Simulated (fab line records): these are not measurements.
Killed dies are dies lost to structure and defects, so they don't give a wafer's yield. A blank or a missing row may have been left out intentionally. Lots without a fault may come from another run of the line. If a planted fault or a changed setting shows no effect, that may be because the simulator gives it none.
Split-lot study :: flow n5_finfet :: 21 wafers read across 7 lots, on a route 1938 steps long

## THE SPLIT
At N5_SDB_ETCH_18 (etches SOC in N2/H2, target depth 100 nm, overetch 20 nm, time 150 s), the setting source_w was moved away from the recipe's 840 W on 5 of the 21 wafers read, by -16.5% to +17.8%. The other wafers ran this setting at the recipe's value.

The split's own step is where the reading is taken.

## THE READING
rf_vpp_V, in V, at N5_SDB_ETCH_18 (etches SOC in N2/H2, target depth 100 nm, overetch 20 nm, time 150 s). On this fab line, fault-free wafers typically give 524.1 V with a standard deviation of 2.5 V.

wafer: L077.2
tool, chamber at the split: rie_diel-06, 0
source_w as run, W: 840
against the recipe: recipe
rf_vpp_V, V: 522.7
against lot-mates on the recipe: -

wafer: L077.3
tool, chamber at the split: rie_diel-06, 1
source_w as run, W: 840
against the recipe: recipe
rf_vpp_V, V: 523.2
against lot-mates on the recipe: -

wafer: L077.4
tool, chamber at the split: rie_diel-06, 3
source_w as run, W: 840
against the recipe: recipe
rf_vpp_V, V: 525.3
against lot-mates on the recipe: -

wafer: L082.1
tool, chamber at the split: rie_diel-06, 1
source_w as run, W: 840
against the recipe: recipe
rf_vpp_V, V: 523.0
against lot-mates on the recipe: -

wafer: L082.2
tool, chamber at the split: rie_diel-06, 0
source_w as run, W: 989.9
against the recipe: +17.8%
rf_vpp_V, V: 496.2
against lot-mates on the recipe: -26.8

wafer: L082.3
tool, chamber at the split: rie_diel-06, 3
source_w as run, W: 989.9
against the recipe: +17.8%
rf_vpp_V, V: 498.3
against lot-mates on the recipe: -24.7

wafer: L083.1
tool, chamber at the split: rie_diel-04, 1
source_w as run, W: 840
against the recipe: recipe
rf_vpp_V, V: 525.5
against lot-mates on the recipe: -

wafer: L083.2
tool, chamber at the split: rie_diel-04, 0
source_w as run, W: 840
against the recipe: recipe
rf_vpp_V, V: 526.6
against lot-mates on the recipe: -

wafer: L083.6
tool, chamber at the split: rie_diel-04, 2
source_w as run, W: 840
against the recipe: recipe
rf_vpp_V, V: 524.6
against lot-mates on the recipe: -

wafer: L084.4
tool, chamber at the split: rie_diel-06, 3
source_w as run, W: 701.4
against the recipe: -16.5%
rf_vpp_V, V: 556.7
against lot-mates on the recipe: +33.1

wafer: L084.5
tool, chamber at the split: rie_diel-06, 0
source_w as run, W: 840
against the recipe: recipe
rf_vpp_V, V: 523.9
against lot-mates on the recipe: -

wafer: L084.6
tool, chamber at the split: rie_diel-06, 1
source_w as run, W: 840
against the recipe: recipe
rf_vpp_V, V: 523.4
against lot-mates on the recipe: -

wafer: L085.1
tool, chamber at the split: rie_diel-05, 2
source_w as run, W: 840
against the recipe: recipe
rf_vpp_V, V: 526.3
against lot-mates on the recipe: -

wafer: L085.3
tool, chamber at the split: rie_diel-05, 3
source_w as run, W: 840
against the recipe: recipe
rf_vpp_V, V: 525.7
against lot-mates on the recipe: -

wafer: L085.5
tool, chamber at the split: rie_diel-05, 0
source_w as run, W: 840
against the recipe: recipe
rf_vpp_V, V: 519.2
against lot-mates on the recipe: -

wafer: L087.1
tool, chamber at the split: rie_diel-06, 0
source_w as run, W: 840
against the recipe: recipe
rf_vpp_V, V: 523.5
against lot-mates on the recipe: -

wafer: L087.4
tool, chamber at the split: rie_diel-06, 3
source_w as run, W: 840
against the recipe: recipe
rf_vpp_V, V: 524.7
against lot-mates on the recipe: -

wafer: L087.5
tool, chamber at the split: rie_diel-06, 1
source_w as run, W: 840
against the recipe: recipe
rf_vpp_V, V: 522.6
against lot-mates on the recipe: -

wafer: L096.3
tool, chamber at the split: rie_diel-06, 1
source_w as run, W: 840
against the recipe: recipe
rf_vpp_V, V: 523.2
against lot-mates on the recipe: -

wafer: L096.4
tool, chamber at the split: rie_diel-06, 2
source_w as run, W: 747.1
against the recipe: -11.1%
rf_vpp_V, V: 548.0
against lot-mates on the recipe: +24.8

wafer: L096.5
tool, chamber at the split: rie_diel-06, 3
source_w as run, W: 747.1
against the recipe: -11.1%
rf_vpp_V, V: 544.8
against lot-mates on the recipe: +21.6

FIT RESULTS
A straight line over all 21 wafers: rf_vpp_V changes by -1.72 V for each +1% of source_w; r = -0.98; the points scatter about the line by 2.4 V.
The same after taking each lot's own level away (the mean of its wafers on the recipe; 21 wafers): -1.71 V for each +1%; r = -0.98; scatter 2.6 V.
That fit puts the effect of the largest move of source_w on the reading at 31 V.
The span of the lots' own levels, 523.00 to 525.57 V, comes to 1.0 times the standard deviation stated above.
Hence the lot-to-lot level has little effect on the slope; both slopes agree.
Check: for one of the wafers moved furthest among these (+17.8%), held out of the fit, the line's prediction against its lot-mates is -30.7 V. It came out at -26.8 V against them.
Tool readings at the split's step, against how far the setting was moved: rf_vpp_V r = -0.98.

## OTHER SPLITS ON THESE WAFERS
Other splits were also applied to these wafers ahead of the reading. Each is held against what the fit with the lots' levels taken away leaves over:
other split on the same wafers: N5_WELL_APT_COAT_02 spin_rpm
wafers away from the commonest value: 6
r with rf_vpp_V (lot level and that fit taken away): +0.03

other split on the same wafers: N5_WELL_APT_EXPOSE_05 dose_mj
wafers away from the commonest value: 6
r with rf_vpp_V (lot level and that fit taken away): +0.13

other split on the same wafers: N5_PMOS_HMC_CHANNEL_EPI_PEB_07 peb_time_s
wafers away from the commonest value: 6
r with rf_vpp_V (lot level and that fit taken away): +0.11

other split on the same wafers: N5_PMOS_HMC_CHANNEL_EPI_DEVELOP_08 develop_time_s
wafers away from the commonest value: 6
r with rf_vpp_V (lot level and that fit taken away): -0.12

other split on the same wafers: N5_DUMMY_GATE_CVD_03 temp_c
wafers away from the commonest value: 9
r with rf_vpp_V (lot level and that fit taken away): +0.33

other split on the same wafers: N5_SD_EPI_N_ETCH_16 target_depth_a
wafers away from the commonest value: 6
r with rf_vpp_V (lot level and that fit taken away): -0.01

other split on the same wafers: N5_SD_EPI_N_EPI_21 epi_growth_time_s
wafers away from the commonest value: 6
r with rf_vpp_V (lot level and that fit taken away): +0.02

## THE FILE'S OWN FIT
rf_vpp_V changes by -1.77 V for each +1% of source_w, r = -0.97.
